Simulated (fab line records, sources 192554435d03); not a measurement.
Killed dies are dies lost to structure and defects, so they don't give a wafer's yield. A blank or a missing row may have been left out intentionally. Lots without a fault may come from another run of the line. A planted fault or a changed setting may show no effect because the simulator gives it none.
fab line records	flow n5Finfet	part 2 of 2: steps 5 to 6 of 6
record lots=24	wafers=72	lastDay=18
route steps=1938 shown WELL_APT@50 PMOS_HMC_CHANNEL_EPI@68 FIN_SAQP@96
lots with no fault: from the same line, run without faults
startH: hours from the record's first day to the start of the lot's first wafer shown	waitH: hours since the lot's step before	" repeats the value in the row above	L1.1+2: one row covering several wafers at once	- either no value or no given start	* or withheld: withheld	< > ~ a bound
route shown NAME@n: a module of which the file shows steps, and the number in the route of the first	usual: mean and standard deviation over wafers with no fault	same: alike in all rows	chamber/n: place in a boat	sites: readings site by site	_std_site: standard deviation of those values	_edge_site: mean of outer sites minus mean of inner sites	radiusMm: for every site, how far away it sits from the centre of the wafer	mask NAME#n: copy n	behind: the tool/chamber that last shaped the wafer	hold: what put the lot on hold/how long, in hours/how the hold closed	device: the n, p or np transistor that did not switch	end of line: the same wafers' tests at the end of the route	a step with no rows: only its recipe	killed: the dies lost at the first sort to structure and to defects; this is not the yield of the wafer	map: a wafer's dies, marking killed ones x, the rest . and places with no die _
set.NAME: the setting as run; set.NAME@STEP: as run at that earlier step	model.NAME: the simulator's own value behind a step, which no gauge read
one table for each step of the route and one row for each wafer, over a sample of lots
services: from which hour (startH, from the record's first day; less than 0 if before it) a tool's chamber was out of use, for how many hours, and why
## steps
# step N5_FIN_SAQP_HM_OPEN_73
# recipe chemistry=CHF3/O2	target=SiO2	stopOn=a-Si	targetDepthA=120	overEtchFrac=1.8	maskMaterial=SOC	timeS=16.8	pressureMtorr=30	sourceW=650	biasW=170	Ar_flow_sccm=200	CHF3_flow_sccm=50	O2_flow_sccm=5	ionEnergyEv=200	ends=endPoint
# usual drypumpMotorCurrentA=6.0/0.52	oes_ar_750_au=0.77/0.08	oesProductAu=0.46/0.047	rfVppV=526/9.5	showerheadPlenumPTorr=2.43/0.093	throttleValvePct=18.76/0.23
lot.wafer	tool	chamber	startH	waitH	drypumpMotorCurrentA	oes_ar_750_au	oesProductAu	rfHoursCounterH	rfVppV	showerheadPlenumPTorr	throttleValvePct
L074.2	rieDiel-02	1	22.21	0.0	6.5	0.69	0.41	233	523	2.28	18.78
L074.5	"	2	"	"	5.6	0.90	0.54	-	529	2.44	18.63
L074.6	"	1	"	"	6.5	0.69	0.42	-	522	2.28	18.77
L075.2	rieDiel-01	3	27.63	0.0	5.1	0.96	0.56	4	515	2.39	18.54
L075.3	"	2	"	"	4.9	0.75	0.45	142	518	2.32	18.73
L075.5	"	0	"	"	6.8	0.78	0.46	-	533	2.43	18.89
L076.1	rieDiel-02	1	34.15	0.0	6.6	0.69	0.41	237	522	2.28	18.78
L076.2	"	3	"	"	6.0	0.70	0.42	236	506	2.29	19.15
L076.5	"	2	"	"	5.7	0.89	0.54	-	530	2.44	18.62
L077.1	rieDiel-02	3	39.98	0.0	5.9	0.70	0.41	238	507	2.29	19.14
L077.2	"	2	"	"	5.7	0.88	0.52	28	530	2.44	18.62
L077.5	"	0	"	"	6.3	0.74	0.45	-	534	2.50	18.47
L078.1	rieDiel-02	0	45.83	0.0	6.3	0.74	0.45	154	534	2.50	18.47
L078.4	"	3	"	"	5.9	0.70	0.42	241	508	2.29	19.15
L078.6	"	1	"	"	6.5	0.69	0.41	-	523	2.27	18.78
L079.2	rieDiel-01	2	52.11	0.0	4.9	0.74	0.45	149	518	2.31	18.74
L079.3	"	1	"	"	6.1	0.86	0.52	51	533	2.55	18.75
L079.4	"	3	"	"	5.1	0.93	0.55	11	516	2.39	18.55
L080.1	rieDiel-01	1	59.56	0.0	6.1	0.86	0.50	53	532	2.55	18.73
L080.3	"	3	"	"	5.1	0.92	0.54	14	514	2.39	18.55
L080.4	"	0	"	"	6.8	0.77	0.46	128	536	2.43	18.90
L081.2	rieDiel-05	3	64.98	0.0	6.2	0.73	0.43	197	508	2.30	18.75
L081.5	"	0	"	"	5.6	0.70	0.43	-	539	2.50	19.11
L081.6	"	1	"	"	6.5	0.73	0.45	-	533	2.39	18.39
L082.1	rieDiel-05	3	70.31	0.0	6.2	0.73	0.43	199	509	2.30	18.74
L082.5	"	2	"	"	5.6	0.75	0.44	-	519	2.52	19.03
L082.6	"	1	"	"	6.5	0.73	0.44	-	532	2.39	18.39
L083.1	rieDiel-01	0	77.29	0.0	6.8	0.76	0.46	133	534	2.43	18.92
L083.3	"	1	"	"	6.1	0.85	0.52	58	533	2.55	18.74
L083.4	"	3	"	"	5.1	0.91	0.55	19	514	2.38	18.55
L084.1	rieDiel-02	2	82.82	0.0	5.7	0.85	0.51	47	531	2.43	18.65
L084.3	"	0	"	"	6.3	0.73	0.44	169	534	2.50	18.49
L084.6	"	0	"	"	6.3	0.73	0.44	-	533	2.50	18.48
L085.1	rieDiel-02	0	89.98	0.0	6.3	0.73	0.44	172	534	2.50	18.49
L085.3	"	2	"	"	5.7	0.84	0.50	50	531	2.43	18.65
L085.6	"	1	"	"	6.5	0.68	0.42	-	522	2.27	18.81
L086.3	rieDiel-05	3	94.58	0.0	6.2	0.73	0.43	205	508	2.30	18.77
L086.4	"	2	"	"	5.6	0.73	0.44	161	518	2.52	19.07
L086.5	"	2	"	"	5.6	0.73	0.44	-	519	2.52	19.07
L087.1	rieDiel-01	3	102.84	0.0	5.1	0.89	0.53	27	515	2.38	18.56
L087.4	"	1	"	"	6.1	0.85	0.50	66	532	2.55	18.78
L087.5	"	2	"	"	4.9	0.73	0.45	-	518	2.31	18.78
L088.1	rieDiel-02	0	106.56	0.0	6.2	0.72	0.43	180	535	2.49	18.50
L088.3	"	3	"	"	6.0	0.97	0.57	8	515	2.58	18.82
L088.6	"	3	"	"	6.0	0.97	0.59	-	515	2.58	18.85
L089.1	rieDiel-02	2	112.76	0.0	5.7	0.84	0.50	61	531	2.43	18.68
L089.3	"	0	"	"	6.2	0.73	0.43	183	534	2.49	18.51
L089.5	"	3	"	"	6.0	0.97	0.58	-	516	2.58	18.84
L090.2	rieDiel-05	1	117.93	0.0	6.5	0.73	0.44	182	532	2.39	18.43
L090.4	"	0	"	"	5.6	0.69	0.42	222	539	2.49	19.16
L090.6	"	2	"	"	5.6	0.73	0.44	-	518	2.51	19.05
L091.1	rieDiel-01	2	123.72	0.0	4.9	0.72	0.44	172	518	2.31	18.80
L091.5	"	0	"	"	6.8	0.76	0.46	-	535	2.42	18.94
L091.6	"	1	"	"	6.1	0.84	0.51	-	532	2.54	18.78
L092.4	rieDiel-05	3	130.87	0.0	6.2	0.72	0.43	218	508	2.29	18.77
L092.5	"	3	"	"	6.2	0.72	0.43	-	507	2.29	18.79
L092.6	"	2	"	"	5.5	0.73	0.44	-	520	2.51	19.07
L093.2	rieDiel-05	1	136.22	0.0	6.5	0.72	0.43	188	532	2.39	18.44
L093.4	"	2	"	"	5.6	0.73	0.44	173	519	2.51	19.08
L093.5	"	2	"	"	5.6	0.73	0.43	-	518	2.51	19.08
L094.2	rieDiel-05	1	142.57	0.0	6.5	0.72	0.44	189	532	2.39	18.43
L094.4	"	2	"	"	5.5	0.74	0.44	174	519	2.51	19.08
L094.6	"	1	"	"	6.5	0.72	0.43	-	532	2.38	18.43
L095.1	rieDiel-05	3	147.78	0.0	6.2	0.71	0.43	223	507	2.29	18.80
L095.4	"	2	"	"	5.6	0.72	0.43	177	519	2.51	19.09
L095.5	"	1	"	"	6.5	0.72	0.43	-	532	2.38	18.44
L096.2	rieDiel-02	2	153.92	0.0	5.7	0.82	0.48	77	531	2.42	18.72
L096.4	"	3	"	"	6.0	0.92	0.55	25	517	2.57	18.88
L096.6	"	1	"	"	6.5	0.93	0.57	-	531	2.55	18.40
L097.4	rieDiel-05	3	159.63	0.0	6.2	0.71	0.42	227	507	2.29	18.79
L097.5	"	1	"	"	6.5	0.71	0.43	-	532	2.38	18.45
L097.6	"	2	"	"	5.6	0.72	0.44	-	518	2.51	19.09
# step N5_FIN_SAQP_MANDREL2_REMOVE_60
# recipe chemistry=HBr/Cl2/O2	btTimeS=10	target=a-Si	stopOn=SiNx	endpoint=OES-SiCl	overEtchFrac=1	icpW=600	biasW=22	HBr_flow_sccm=150	Cl2_flow_sccm=80	O2_flow_sccm=5	pressureMtorr=10
# usual drypumpMotorCurrentA=5.5/0.37	oesProductAu=1.004/0.017	throttleValvePct=36.7/0.35
lot.wafer	tool	chamber	startH	waitH	drypumpMotorCurrentA	oesProductAu	rfHoursCounterH	throttleValvePct
L074.2	rieSi-03	2	26.17	0.1	5.9	0.993	74	36.7
L074.5	"	0	"	"	5.4	0.996	-	36.7
L074.6	"	1	"	"	5.5	0.983	-	37.1
L075.2	rieSi-03	3	31.19	0.1	5.1	1.023	175	37.0
L075.3	"	2	"	"	5.9	1.000	75	36.7
L075.5	"	1	"	"	5.5	1.010	-	37.1
L076.1	rieSi-03	1	37.58	0.1	5.5	0.995	176	37.1
L076.2	"	2	"	"	5.9	0.993	75	36.7
L076.5	"	1	"	"	5.5	0.993	-	37.1
L077.1	rieSi-03	1	44.02	0.1	5.5	0.996	177	37.1
L077.2	"	3	"	"	5.1	1.020	175	37.0
L077.5	"	3	"	"	5.1	1.016	-	37.0
L078.1	rieSi-06	0	49.31	0.1	5.1	1.019	99	36.9
L078.4	"	1	"	"	5.1	0.975	12	35.9
L078.6	"	2	"	"	5.7	1.021	-	36.6
L079.2	rieSi-01	2	58.18	0.1	5.4	1.006	2	36.5
L079.3	"	1	"	"	5.2	0.965	160	36.1
L079.4	"	0	"	"	6.1	1.003	1	36.5
L080.1	rieSi-06	1	66.21	0.1	5.1	0.980	12	35.9
L080.3	"	2	"	"	5.7	1.022	24	36.6
L080.4	"	0	"	"	5.1	1.018	100	36.9
L081.2	rieSi-03	1	68.63	0.1	5.5	0.998	177	37.1
L081.5	"	2	"	"	5.9	0.992	-	36.7
L081.6	"	1	"	"	5.5	0.988	-	37.1
L082.1	rieSi-03	3	74.24	0.1	5.1	1.012	176	37.0
L082.5	"	3	"	"	5.1	1.011	-	37.0
L082.6	"	0	"	"	5.4	0.992	-	36.7
L083.1	rieSi-03	3	80.62	0.1	5.1	1.017	176	37.0
L083.3	"	2	"	"	5.9	0.989	75	36.7
L083.4	"	0	"	"	5.4	0.980	189	36.7
L084.1	rieSi-03	2	86.10	0.1	5.9	0.992	76	36.7
L084.3	"	0	"	"	5.4	0.989	189	36.7
L084.6	"	0	"	"	5.4	0.988	-	36.7
L085.1	rieSi-06	1	94.68	0.1	5.2	0.988	12	35.9
L085.3	"	0	"	"	5.2	1.014	100	36.9
L085.6	"	2	"	"	5.7	1.017	-	36.7
L086.3	rieSi-01	2	99.72	0.1	5.4	1.016	3	36.6
L086.4	"	1	"	"	5.2	0.988	-	36.1
L086.5	"	0	"	"	6.1	1.001	-	36.5
L087.1	rieSi-06	1	106.25	0.1	5.2	0.984	13	35.9
L087.4	"	2	"	"	5.8	1.023	25	36.7
L087.5	"	1	"	"	5.2	0.981	-	35.9
L088.1	rieSi-03	3	110.44	0.1	5.1	1.023	176	37.0
L088.3	"	0	"	"	5.4	0.994	190	36.7
L088.6	"	0	"	"	5.4	0.998	-	36.7
L089.1	rieSi-06	3	116.20	0.1	6.2	1.025	108	37.0
L089.3	"	0	"	"	5.2	1.022	100	36.9
L089.5	"	0	"	"	5.2	1.018	-	36.9
L090.2	rieSi-06	1	121.57	0.1	5.2	0.978	13	35.9
L090.4	"	0	"	"	5.1	0.998	101	36.8
L090.6	"	2	"	"	5.7	1.016	-	36.7
L091.1	rieSi-06	1	128.44	0.1	5.2	0.986	13	35.9
L091.5	"	1	"	"	5.1	0.975	-	35.9
L091.6	"	2	"	"	5.7	1.024	-	36.7
L092.4	rieSi-06	2	134.51	0.1	5.7	1.024	26	36.7
L092.5	"	0	"	"	5.1	1.013	-	36.9
L092.6	"	3	"	"	6.2	1.023	-	37.0
L093.2	rieSi-01	3	141.31	0.1	5.3	1.014	145	36.9
L093.4	"	1	"	"	5.2	0.971	162	36.1
L093.5	"	1	"	"	5.1	0.968	-	36.1
L094.2	rieSi-01	1	146.66	0.1	5.2	0.990	162	36.1
L094.4	"	2	"	"	5.4	1.027	4	36.5
L094.6	"	3	"	"	5.3	1.007	-	36.9
L095.1	rieSi-01	0	151.35	0.1	6.1	1.003	4	36.5
L095.4	"	1	"	"	5.2	0.986	162	36.1
L095.5	"	0	"	"	6.1	1.008	-	36.5
L096.2	rieSi-03	0	157.57	0.1	5.4	0.990	191	36.7
L096.4	"	2	"	"	5.9	0.997	77	36.7
L096.6	"	0	"	"	5.4	1.003	-	36.7
L097.4	rieSi-06	3	164.14	0.1	6.2	1.023	109	37.0
L097.5	"	3	"	"	6.1	1.037	-	37.0
L097.6	"	2	"	"	5.8	1.031	-	36.7
## services
tool	chamber	startH	hours	kind
rieSi-06	3	-6.02	1.0	repair
rieDiel-05	3	-5.59	5.0	repair
pecvd-02	-	2.02	6.0	pm
epiRpcvd-04	-	2.19	8.1	pm
pecvd-02	-	14.05	1.0	repair
rieDiel-03	-	33.56	5.8	repair
epiRpcvd-02	-	36.48	5.1	repair
pecvd-03	-	41.00	0.3	repair
rieDiel-02	0	44.15	1.3	repair
rieDiel-02	-	44.53	0.1	repair
rieSi-03	2	46.14	3.0	repair
rieDiel-02	1	54.43	23.6	repair
pecvd-02	2	60.07	19.6	repair
rieDiel-04	0	63.01	9.9	repair
rieDiel-04	1	73.95	1.3	repair
pecvd-03	-	77.16	0.7	repair
rieSi-06	3	87.87	1.8	repair
rieDiel-02	1	90.78	3.3	repair
rieDiel-03	2	91.92	5.7	repair
rieDiel-05	2	107.24	8.5	repair
epiRpcvd-02	-	111.22	1.8	repair
rieDiel-04	-	122.71	2.8	pm
epiRpcvd-02	-	137.09	0.5	pm
rieSi-06	2	156.33	3.4	repair
